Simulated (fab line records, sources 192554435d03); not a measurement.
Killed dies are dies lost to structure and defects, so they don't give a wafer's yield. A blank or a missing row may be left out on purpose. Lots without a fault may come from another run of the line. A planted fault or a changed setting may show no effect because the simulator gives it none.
fab line records | flow n5_finfet
record lots=4 wafers=12 last_day=24
route steps=1938 shown BEOL_M0@734 BEOL_M1@751 BEOL_M4@1111 PASSIVATION@1936
lots that met no fault: from a run of the same line without faults
start_h: hours from the record's first day to the start of the lot's first wafer shown | wait_h: hours since the lot's step before | " the same as in the row above | L1.1+2: a row that stands for several wafers | - no value, or no start given | * or withheld: withheld | < > ~ a bound
route shown NAME@n: a module of which the file shows steps, and the number in the route of the first | usual: mean/standard deviation of fault-free wafers | same: alike in all rows | chamber/n: place in a boat | sites: the reading at each site | _std_site: their standard deviation | _edge_site: outer sites' mean less inner sites' | radius_mm: how far each site lies from the wafer's centre | mask NAME#n: copy n | behind: the tool/chamber that last shaped the wafer | hold: why the lot was held/for how many hours/how that ended | device: the transistor (n, p or np) that didn't switch | end of line: the same wafers' tests at the end of the route | a step without rows: its recipe alone | killed: dies lost to structure and defects at the first sort, not the wafer's yield | map: a wafer's dies, x killed, . not, _ none there
set.NAME: the setting as run; set.NAME@STEP: as run at that earlier step | model.NAME: the simulator's own value behind a step, which no gauge read
lots at some steps of the route; a table a step, a row a wafer
services: from which hour (start_h, from the record's first day; less than 0 if before it) a tool's chamber was out of use, for how many hours, and why
## steps
# step N5_BEOL_M0_SPUTTER_116
# recipe material=Cu target_thk_a=40 temp_c=-20 chamber_pressure_pa=0.07 power_w=withheld time_s=7.37
# step N5_BEOL_M0_ANNEAL_117
# recipe temp_c=400 time_s=60 ambient=vacuum
# step N5_BEOL_M0_SPUTTER_132
# recipe material=Cu target_thk_a=40 temp_c=-20 chamber_pressure_pa=0.07 power_w=withheld time_s=7.37
# step N5_BEOL_M0_ANNEAL_133
# recipe temp_c=400 time_s=60 ambient=vacuum
# step N5_BEOL_M0_SPUTTER_134
# recipe material=Cu target_thk_a=40 temp_c=-20 chamber_pressure_pa=0.07 power_w=withheld time_s=7.37
# step N5_BEOL_M0_ANNEAL_135
# recipe temp_c=400 time_s=60 ambient=vacuum
# step N5_BEOL_M0_SPUTTER_141
# recipe material=Cu target_thk_a=40 temp_c=-20 chamber_pressure_pa=0.07 power_w=withheld time_s=7.37
# step N5_BEOL_M0_ECD_118
# recipe material=Cu target_thk_a=3000
# step N5_BEOL_M0_ANNEAL_119
# recipe temp_c=225 time_s=90 ambient=N2
# step N5_BEOL_M0_CMP_120
# recipe stop_on=SiOC t_overpolish_s=6.9 down_force_psi=1 platen_rpm=50 clearing_platen_down_force_psi=1.5 clearing_platen_rpm=50 post_cmp_clean=cu_alkaline clearing_platen_pad_velocity_m_s=0.99484 pad_velocity_m_s=0.99484
# step N5_BEOL_M0_PRE_CLEAN_131
# recipe gas=NH3/H2 time_s=15 temp_c=* rf_power_w=300
# step N5_BEOL_M0_CO_CAP_123
# recipe material=Co target_thk_a=20 temp_c=200 precursor=CCTBA/H2 pressure_torr=30 time_s=102.1
# usual heater_power_w=235/16
# same time_s=102.1
# columns lot.wafer tool chamber start_h wait_h heater_power_w
L628.1 cvd_co-02 0 150.15 0.0 239
L628.3 " 1 " " 238
L628.5 " 0 " " 234
L637.2 cvd_co-02 2 195.26 0.0 234
L637.3 " 1 " " 241
L637.6 " 0 " " 242
L639.1 cvd_co-02 0 204.67 0.0 241
L639.3 " 1 " " 245
L639.5 " 0 " " 240
L646.1 cvd_co-01 1 253.37 0.0 221
L646.3 " 2 " " 254
L646.5 " 2 " " 263
# step N5_BEOL_M0_PRE_CLEAN_124
# recipe gas=NH3 time_s=15 temp_c=withheld rf_power_w=300
# step N5_BEOL_M0_DEP_125
# recipe material=SiCN target_thk_a=80 temp_c=withheld precursor=3MS/NH3 pressure_torr=3 rf_w=202 time_s=14
# step N5_BEOL_M0_INSPECT_127
# recipe inspect_instrument=darkfield mode=post_dep
# usual raw_defect_count=72/25
# columns lot.wafer tool chamber start_h wait_h raw_defect_count
L628.1 defect_inspect-02 - 150.36 0.0 32
L628.3 " - " " 56
L628.5 " - " " 50
L637.2 defect_inspect-01 - 195.47 0.0 1271
L637.3 " - " " 1198
L637.6 " - " " 1204
L639.1 defect_inspect-01 - 204.88 0.0 1204
L639.3 " - " " 1231
L639.5 " - " " 1246
L646.1 defect_inspect-01 - 253.58 0.0 100
L646.3 " - " " 88
L646.5 " - " " 106
# step N5_BEOL_M1_ILD_DEP_00
# recipe material=SiOC target_thk_a=790 temp_c=350 precursor=DEMS/O2 pressure_torr=5 rf_w=500 time_s=15.3
# step N5_BEOL_M1_PECVD_72
# recipe material=SiO2 target_thk_a=160 temp_c=400 precursor=TEOS/O2 pressure_torr=5.5 rf_w=450 teos_flow_sccm=53.8 gas=O2 flow_sccm=3000 time_s=18
# step N5_BEOL_M1_HM_DEP_02
# recipe material=TiN target_thk_a=200 temp_c=25 chamber_pressure_pa=0.49996
# step N5_BEOL_M1_COAT_61
# recipe resist=SOC temp_c=250 time_s=60 spin_rpm=1500 resist_thk_nm=60
# step N5_BEOL_M1_COAT_62
# recipe resist=SiARC temp_c=220 time_s=60 spin_rpm=1500 resist_thk_nm=12
# step N5_BEOL_M1_COAT_73
# recipe resist=underlayer temp_c=205 time_s=60 spin_rpm=1500 resist_thk_nm=5
# step N5_BEOL_M1_COAT_05
# recipe resist=CAR-EUV spin_rpm=1500 resist_thk_nm=30
# step N5_BEOL_M1_EBR_07
# recipe solvent=PGMEA ebr_width_mm=1.5
# step N5_BEOL_M1_SOFTBAKE_06
# recipe temp_c=110 time_s=60 resist=CAR-EUV
# step N5_BEOL_M1_EXPOSE_08
# recipe mask_id=M1 na=0.33 source_shape=dipole sigma_inner=0.369 sigma_outer=0.767 polarization=unpolarized dose_mj=33
# step N5_BEOL_M1_PEB_09
# recipe peb_temp_c=100 peb_time_s=60 resist=CAR-EUV
# step N5_BEOL_M1_DEVELOP_10
# recipe develop_time_s=30 developer=TMAH resist=CAR-EUV rinse_liquid=surfactant_rinse dry=air_spin dev_temp_c=23
# step N5_BEOL_M1_INSPECT_13
# recipe mode=adi inspect_instrument=brightfield
# usual raw_defect_count=427/110
# columns lot.wafer tool chamber start_h wait_h raw_defect_count
L628.1 defect_inspect-02 - 153.02 0.1 468
L628.3 " - " " 394
L628.5 " - " " 248
L637.2 defect_inspect-02 - 197.15 0.0 1483
L637.3 " - " " 1450
L637.6 " - " " 1488
L639.1 defect_inspect-01 - 206.98 0.1 1681
L639.3 " - " " 1558
L639.5 " - " " 1847
L646.1 defect_inspect-01 - 254.90 0.1 418
L646.3 " - " " 372
L646.5 " - " " 485
# step N5_BEOL_M1_DESCUM_16
# recipe chemistry=O2 time_s=7 source_power_w=50 bias_power_w=20 pressure_mtorr=20 rf_frequency_hz=2.712e+07 temp_c=40 resist=CAR-EUV o2_flow_sccm=225
# step N5_BEOL_M4_RC_MEAS_101
# usual DIBL_N=35.8/1.6 DIBL_P=35.6/2 IOFF_N=0.15/0.031 IOFF_P=0.20/0.033 ION_N=668/12 ION_P=459/6.8 SS_N=71.4/0.53 SS_P=73.1/0.63 VT_N=250/3.5 VT_P=-251/3
# columns lot.wafer tool chamber start_h wait_h DIBL_N[mV/V] DIBL_P[mV/V] IOFF_N[nA/um] IOFF_P[nA/um] ION_N[uA/um] ION_P[uA/um] SS_N[mV/dec] SS_P[mV/dec] VT_N[mV] VT_P[mV]
L628.1 prober-01 0 371.44 0.0 34.5 34.6 0.14 0.19 667 460 70.7 72.5 249 -252
L628.3 " 0 " " 36.6 37.1 0.18 0.23 663 452 71.7 72.6 247 -250
L628.5 " 0 " " 36.8 36.0 0.17 0.21 672 456 72.3 73.0 246 -250
L637.2 prober-02 0 391.48 0.2 36.6 37.2 0.19 0.25 684 471 71.3 73.5 247 -246
L637.3 " 0 " " 36.4 37.6 0.17 0.25 670 465 71.8 73.6 251 -249
L637.6 " 0 " " 36.1 36.1 0.18 0.22 673 458 71.0 73.7 247 -251
L639.1 prober-02 0 399.25 0.0 33.8 34.9 0.15 0.20 676 460 71.1 73.0 249 -252
L639.3 " 0 " " 33.0 33.2 0.12 0.17 662 459 71.0 72.6 254 -253
L639.5 " 0 " " 33.8 35.7 0.15 0.20 669 456 71.3 73.3 250 -251
L646.1 prober-01 0 459.93 0.0 35.1 33.7 0.12 0.16 668 458 71.6 73.0 253 -254
L646.3 " 0 " " 38.2 37.8 0.17 0.23 669 455 72.1 73.5 249 -248
L646.5 " 0 " " 36.1 34.3 0.12 0.17 661 453 71.1 72.6 252 -253
# step N5_PASSIVATION_PROBE_49
# usual defect_limited_yield=90.7/1.5 killed_at_M0_to_M3=38/11 killed_at_M4_up=15/5.5 killed_at_contacts=12/6 killed_at_front_end=41/11 killed_at_other=3.5/2.7 killed_dies=110/18 killed_on_rim=15/3.6 killed_open=72/13 killed_short=35/8.7 sort_bin_5_function=5.5/1.1 sort_bin_6_memory=3.4/0.63 sort_n_pass=1070/18 sort_yield_pct=90.7/1.5
# same gross_dies=1180 killed_at_back_side=0 sort_bin_4_leakage[%]=0 sort_bin_8_speed[%]=0
# columns lot.wafer tool chamber start_h wait_h defect_limited_yield[%] killed_at_M0_to_M3 killed_at_M4_up killed_at_contacts killed_at_front_end killed_at_other killed_dies killed_on_rim killed_open killed_short sort_bin_5_function[%] sort_bin_6_memory[%] sort_n_pass sort_yield_pct[%]
L628.1 prober-01 - 496.24 0.0 89.9 43 11 15 48 2 119 17 78 41 5.3 4.2 1061 89.9
L628.3 prober-01 - 496.34 0.1 92.8 34 7 10 30 4 85 9 55 29 4.3 2.5 1095 92.8
L628.5 prober-01 - 496.44 0.2 90.0 59 12 11 36 0 118 13 91 26 6.5 3.5 1062 90.0
L637.2 prober-02 - 513.00 0.1 76.2 177 18 13 67 6 281 15 72 52 14.3 4.8 899 76.2
L637.3 prober-02 - 513.05 0.1 87.1 74 10 14 49 5 152 26 74 30 7.4 3.5 1028 87.1
L637.6 prober-02 - 513.20 0.3 80.1 150 18 18 46 3 235 35 76 48 10.6 4.6 945 80.1
L639.1 prober-01 - 523.30 0.0 82.1 153 18 4 28 8 211 37 60 41 9.6 4.6 969 82.1
L639.3 prober-01 - 523.40 0.1 89.7 81 12 5 23 1 122 27 50 30 6.1 2.5 1058 89.7
L639.5 prober-01 - 523.50 0.2 85.4 130 9 6 25 2 172 28 38 23 8.5 2.1 1008 85.4
L646.1 prober-01 - 564.40 0.0 90.9 30 21 11 42 3 107 15 63 34 5.8 2.6 1073 90.9
L646.3 prober-01 - 564.50 0.1 90.0 25 15 23 51 4 118 18 71 45 5.5 4.2 1062 90.0
L646.5 prober-01 - 564.60 0.2 91.8 21 11 13 48 4 97 17 58 33 4.2 3.2 1083 91.8
# killed by level:class
L628.1 MOL_CONTACT_COAG:geometric_particle:open=14 FIN_SAQP:geometric_particle:open=12 BEOL_M0_SAQP:geometric_particle:short=10 BEOL_M3:geometric_particle:open=9 FIN_SAQP:geometric_particle:short=8 BEOL_M4:geometric_particle:open=7 BEOL_M0:geometric_particle:open=5 BEOL_M2:geometric_particle:short=5
L628.3 BEOL_M2:geometric_particle:open=12 MOL_CONTACT_COAG:geometric_particle:open=8 BEOL_M0_SAQP:geometric_particle:open=6 STI_FIN_REVEAL:geometric_particle:open=5 DUMMY_GATE:geometric_particle:open=5 STI_FIN_REVEAL:geometric_particle:short=4 GATE_CUT:geometric_particle:short=4 GATE_CUT:geometric_particle:open=4
L628.5 BEOL_M2:geometric_particle:open=19 BEOL_M1:geometric_particle:open=12 MOL_CONTACT_COAG:geometric_particle:open=10 BEOL_M0_SAQP:geometric_particle:open=9 DUMMY_GATE:geometric_particle:open=8 BEOL_M3:geometric_particle:open=7 FIN_SAQP:geometric_particle:open=6 BEOL_M0_SAQP:geometric_particle:short=6
L637.2 BEOL_M0:unspecified=157 STI_FIN_REVEAL:geometric_particle:open=18 ILD0:geometric_particle:short=10 MOL_CONTACT_COAG:geometric_particle:open=8 BEOL_M0_SAQP:geometric_particle:open=8 FIN_SAQP:geometric_particle:open=7 FIN_SAQP:geometric_particle:short=7 BEOL_M4:geometric_particle:open=7
L637.3 BEOL_M0:unspecified=38 FIN_SAQP:geometric_particle:open=12 MOL_CONTACT_COAG:geometric_particle:open=12 BEOL_M2:geometric_particle:open=10 BEOL_M3:geometric_particle:open=9 HKMG_FIN:area_etch=8 FIN_SAQP:geometric_particle:short=6 BEOL_M1:geometric_particle:open=6
L637.6 BEOL_M0:unspecified=104 MOL_CONTACT_COAG:geometric_particle:open=13 BEOL_M0_SAQP:geometric_particle:open=11 STI_FIN_REVEAL:geometric_particle:open=10 BEOL_M0_SAQP:geometric_particle:short=9 BEOL_M3:geometric_particle:open=9 FIN_SAQP:geometric_particle:open=6 HKMG_FIN:area_etch=6
L639.1 BEOL_M0:unspecified=110 BEOL_M0_SAQP:geometric_particle:open=15 BEOL_M0_SAQP:geometric_particle:short=13 BEOL_M1:geometric_particle:open=8 STI_FIN_REVEAL:geometric_particle:short=7 DUMMY_GATE:geometric_particle:open=7 STI_FIN_REVEAL:geometric_particle:open=5 BEOL_M5:geometric_particle:open=4
L639.3 BEOL_M0:unspecified=41 BEOL_M3:geometric_particle:open=8 BEOL_M0_SAQP:geometric_particle:open=7 BEOL_M3:geometric_particle:short=7 BEOL_M0_SAQP:geometric_particle:short=6 BEOL_M2:geometric_particle:open=5 BEOL_M4:geometric_particle:open=5 STI_FIN_REVEAL:geometric_particle:open=4
L639.5 BEOL_M0:unspecified=111 STI_FIN_REVEAL:geometric_particle:open=9 BEOL_M4:geometric_particle:open=6 MOL_CONTACT_COAG:geometric_particle:open=4 BEOL_M0_SAQP:geometric_particle:open=4 DUMMY_GATE:geometric_particle:open=3 BEOL_M1:geometric_particle:short=3 BEOL_M2:geometric_particle:open=3
L646.1 FIN_SAQP:geometric_particle:short=10 MOL_CONTACT_COAG:geometric_particle:open=9 BEOL_M0_SAQP:geometric_particle:open=8 STI_FIN_REVEAL:geometric_particle:open=7 BEOL_M0_SAQP:geometric_particle:short=7 HKMG_FIN:area_etch=7 BEOL_M1:geometric_particle:open=6 FIN_SAQP:geometric_particle:open=5
L646.3 MOL_CONTACT_COAG:geometric_particle:open=17 FIN_SAQP:geometric_particle:short=13 FIN_SAQP:geometric_particle:open=9 BEOL_M2:geometric_particle:open=7 STI_FIN_REVEAL:geometric_particle:open=6 MOL_CONTACT_COAG:geometric_particle:short=6 GATE_CUT:geometric_particle:short=5 BEOL_M0_SAQP:geometric_particle:open=5
L646.5 MOL_CONTACT_COAG:geometric_particle:open=11 FIN_SAQP:geometric_particle:open=10 FIN_SAQP:geometric_particle:short=8 STI_FIN_REVEAL:geometric_particle:open=7 HKMG_FIN:area_etch=5 DUMMY_GATE:geometric_particle:open=4 GATE_CUT:geometric_particle:short=4 BEOL_M0_SAQP:geometric_particle:short=4
# map L637.2 (x killed, . not)
_________________....x.......________________
______________.......x.........._____________
___________x..x..x....xx.xxx.......__________
__________...........xxxxxxxxxx....._________
________.......x...xxxxxxxxxxxxx.x...._______
_______.....x......xxxxxxxxxxxxxx.xxxx.______
______...x...x....xxxxxxxxxxxxxxx.xx...._____
_____...x.x...x.xxx.xxxxxxxxxxxxx.x......____
____.....x.....xxxxxxxxxxxxxxxxxxxx.......___
___...............xxxxxxxxxxxxxxx..x..xx...__
___..........x..x.xxxxxxxxxxxxxxx..........__
__x........x........xxxxxxxxxxxx..x......x.._
__x.x............x..xxxxxxxxxxxx.........x.._
_....x...............xxxxxxxx..x....x........
_.x.............x...x..x.xx.x..............x.
_....x....................xx.................
_....x..........x....x...x....x..............
_.x....x..............xx.x.........x.........
_.............x.x......................x.....
_..x....x.x.....x.......................x...x
_.....x....xx..x..............x.x............
__.......x.........x................x..x...x_
__....................xx...x......x.x..x...._
___....x...x....................x..........__
___..x...xx...................x.x.....x....__
____.x.........x.......x.x..x.......x.....___
_____......x.............x.....x...xxx...____
______x.......................x....x...._____
_______.........x.x...x.....x..........______
________..........................x..._______
__________....x...........x....xx..._________
___________xx..........xx.....x....__________
______________..............xx.x_____________
_________________............________________
# map L639.1 (x killed, . not)
_________________....x.......________________
______________.......x.........._____________
___________.x...x.........x........__________
__________........................x._________
________x....x....................x.x._______
_______x.......................xx......______
______.............................x...._____
_____...x...........x.......xx....x.x....____
____...........x..................x......x___
___x............x....x.................x...__
___..............x..........x..............__
__...............x..x........x.............._
__.........................x.....x.x.x....x._
_......x..................x..................
_....................x.xx...x..x..........x.x
_.....................x.x.........x........x.
_.....................x..................x...
_..x.............................x........x..
_x..x...........x......x..........x........xx
_..x....x...........x......x...x.............
_...........x......................x.....x..x
__x................x..x.............x......._
__.x..x...............x..x............x....._
___.........x.x.x.x..x..........x..........__
___........x......x..................xx....__
____..................xxx.x.x...x.....x...___
_____..x......x..x..xxx.x...x..........x.____
______...........xxxxxxxxx.x...x........_____
_______.....xxx.xxxxxxxxxxxx..x......x.______
________x....x..xxxxxxxxxxxxxx........_______
__________.x..xxxxxxxxxxxxxxx......._________
___________...xxxxxxxxxxxxxxxxx....__________
______________xxxxxxxxxxxxxxx.x._____________
_________________xxxxxxxxxxxx________________
## services
# columns tool chamber start_h hours kind
cvd_co-02 - 135.05 4.3 pm
cvd_co-01 - 170.04 2.6 repair
cvd_co-02 - 197.93 0.2 repair
cvd_co-02 - 252.52 0.7 repair
## key
first_sign step=N5_BEOL_M0_INSPECT_127 reading=raw_defect_count direction=up sigmas=47 usual=72 struck=1226
effect step=N5_BEOL_M1_INSPECT_13 reading=raw_defect_count direction=up sigmas=10 usual=427 struck=1584
effect step=N5_PASSIVATION_PROBE_49 reading=killed_at_M0_to_M3 direction=up sigmas=8.5 usual=38 struck=128
more_kills_born_at N5_BEOL_M0_CO_CAP_123@cvd_co-02=561
met_at N5_BEOL_M0_CO_CAP_123
struck_wafers L637.2,L637.3,L637.6,L639.1,L639.3,L639.5
onset_between 150.15 195.26
fault kind=chamber_particle_source tool=cvd_co-02 chamber=- onset_h=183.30 steps=N5_BEOL_M0_CO_CAP_123 rate_per_visit_cm2=1.7784 end_h=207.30
